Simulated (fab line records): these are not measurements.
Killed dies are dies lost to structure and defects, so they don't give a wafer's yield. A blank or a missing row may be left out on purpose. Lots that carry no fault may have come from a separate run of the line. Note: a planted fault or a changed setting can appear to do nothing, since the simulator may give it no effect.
Chamber matching -- flow n5-finfet -- rie-diel-04 running N5_BEOL_M11_DESCUM_33: 4 sister chambers
The step chemistry O2, time 7.9 s. 18 wafers are shown with their chamber, then 9 later ones without.

## WAFERS WITH THEIR CHAMBER
wafer,chamber,throttle-valve-pct (%),oes-product-au (a.u.),drypump-motor-current-A (A)
L074.2,1,20.49,0.74,5.3
L074.4,2,20.18,0.83,5.2
L074.5,1,20.50,0.73,5.4
L078.3,0,20.09,0.89,5.6
L078.4,2,20.18,0.83,5.2
L078.6,3,21.17,0.71,5.8
L081.1,0,20.09,0.89,5.6
L081.4,1,20.52,0.73,5.3
L081.6,3,21.17,0.71,5.9
L084.2,2,20.21,0.82,5.2
L084.4,3,21.19,0.71,5.8
L084.6,2,20.22,0.82,5.2
L086.2,0,20.10,0.88,5.6
L086.3,2,20.20,0.81,5.2
L086.6,3,21.18,0.71,5.8
L088.1,1,20.54,0.71,5.3
L088.2,2,20.22,0.81,5.3
L088.3,0,20.13,0.87,5.6

SIGNATURES (means of the wafers above)
reading,chamber 0,chamber 1,chamber 2,chamber 3,scatter within a chamber
throttle-valve-pct,20.1025,20.5125,20.2017,21.1775,0.0179
oes-product-au,0.8825,0.7275,0.8200,0.7100,0.00906
drypump-motor-current-A,5.600,5.325,5.217,5.825,0.0408
Rule: for each reading, subtract the chamber's mean from the wafer's reading, divide by that reading's scatter and square the result; add these up over the readings and take the root, which gives the wafer's distance from the chamber. If the next closest chamber is less than 2 further off than the closest, the wafer can't be placed; otherwise it belongs to the closest. The scatter: the root of (the sum of the squares of (reading less its chamber's mean) over the shown wafers, divided by (wafers less chambers)).

## WAFERS WHOSE CHAMBER IS MISSING
wafer,throttle-valve-pct (%),oes-product-au (a.u.),drypump-motor-current-A (A)
L088.4,20.23,0.81,5.2
L088.5,20.54,0.72,5.4
L088.6,20.13,0.87,5.6
L091.2,20.55,0.70,5.4
L091.3,20.13,0.85,5.6
L091.6,20.56,0.70,5.3
L090.2,20.23,0.80,5.2
L090.3,20.56,0.71,5.3
L090.6,20.56,0.71,5.3

## THE CHAMBER EACH PASSED THROUGH
wafer,from the rows above,in truth
L088.4,2,2
L088.5,1,1
L088.6,0,0
L091.2,1,1
L091.3,0,0
L091.6,1,1
L090.2,2,2
L090.3,1,1
L090.6,1,1
9 of 9 placed correctly. Not placeable from these rows: 0. 0 placed wrongly.
